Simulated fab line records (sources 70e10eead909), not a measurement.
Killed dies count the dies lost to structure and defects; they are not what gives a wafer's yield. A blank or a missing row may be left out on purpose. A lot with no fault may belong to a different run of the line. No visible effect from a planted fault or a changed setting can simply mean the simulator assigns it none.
Problem report, 8D (eight disciplines) form, completed by code ; flow nand-harc ; the parts of the form that need people (team, actions taken, sign-off) are left out

## 1. THE ISSUE
Mean of raw-defect-count at NHARC_P_M1_INSPECT_11: 48.5 across 2 wafers in 2 lots; on wafers with no fault it is 4.0 (standard deviation 2.4). That is +19 standard deviations from the usual mean.
Seen first at day 9 02:55 on defect-inspect-02, wafer L525.2. Wafers with a number at this step in the record: 36, from 12 lots. By rule, "out" or "out of limits" means more than 4 standard deviations away from the usual mean. Any other wafer with a number is counted as sound.

## 2. WHAT IT IS; WHAT IT IS NOT
question;is;is not
which readings at this step;raw-defect-count;-
which lots;L524, L525;L513, L515, L516, L526, L527, L530, L531, L532, L534, L535
which wafers of those lots;L524.6, L525.2;L524.4, L524.5, L525.3, L525.5
read on which gauges;defect-inspect-01, defect-inspect-02;-
when;from day 9 02:55;"up to then (11 sound wafers); but 23 sound wafers of L524, L526, L527, L530, L531, L532, L534, L535 came after"

## 3. WHAT RULES OUT EACH SUSPECT
Counting: any tool at a process step up to the reading remains a suspect provided it ran every lot that is out. Sound lots after the first of them don't rule it out here, since some wafers of a struck lot are sound.
- ruled out: the gauge at NHARC_P_M1_INSPECT_11. 2 gauges (defect-inspect-01, defect-inspect-02) read the wafers that are out.
- pecvd-03 at NHARC_P_M1_DEP_00 (deposits SiOC, target thk 182.5 nm): kept. It ran every lot that is out, first L525 (day 9 01:49); its last sound lot up to then is L515 (day 6 14:21).
The count leaves pecvd-03 at NHARC_P_M1_DEP_00.

## 4. THE CAUSE (what the simulator had put in)
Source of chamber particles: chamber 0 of pecvd-03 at NHARC_P_M1_DEP_00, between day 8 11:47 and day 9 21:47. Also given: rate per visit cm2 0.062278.
Counting left only this tool.

## 5. THE CHAIN OF EFFECTS, in route order
Each row: a reading whose mean over the struck wafers that have a number lies more than 3 standard deviations from the usual. Only readings whose record carries a usual standard deviation are examined. hours: median over the lots of the time between each lot's start at the first step of this table that gives one and its start at this step. sigmas: the change, counted in usual standard deviations.
hours;step;reading;usual;on struck wafers;change;sigmas
0;NHARC_P_M1_INSPECT_11;raw-defect-count;4.0;48.5;+44.5;+19
340;NHARC_END_SORT_01;defect-limited-yield;95.3 %;90.4;-4.9;-3.8
340;NHARC_END_SORT_01;killed-at-periphery;3.4;32.0;+28.6;+11
340;NHARC_END_SORT_01;killed-dies;32;65;+33;+3.7
340;NHARC_END_SORT_01;sort_bin_4_pct;2.9 %;6.5;+3.6;+4.0
340;NHARC_END_SORT_01;sort-n-pass;645;612;-33;-3.7
340;NHARC_END_SORT_01;sort-yield-pct;95.3 %;90.4;-4.9;-3.8

## 6. HOW IT WOULD HAVE BEEN CAUGHT EARLIER
15 hours passed between the start of the fault at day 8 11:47 and the first reading out of limits at a measuring or inspecting step in this record, taken at day 9 02:55.
Among the 2 lots that are out, L524 began NHARC_P_M1_DEP_00 on pecvd-03 after day 9 02:55. Putting the tool on hold at that point would have spared it.
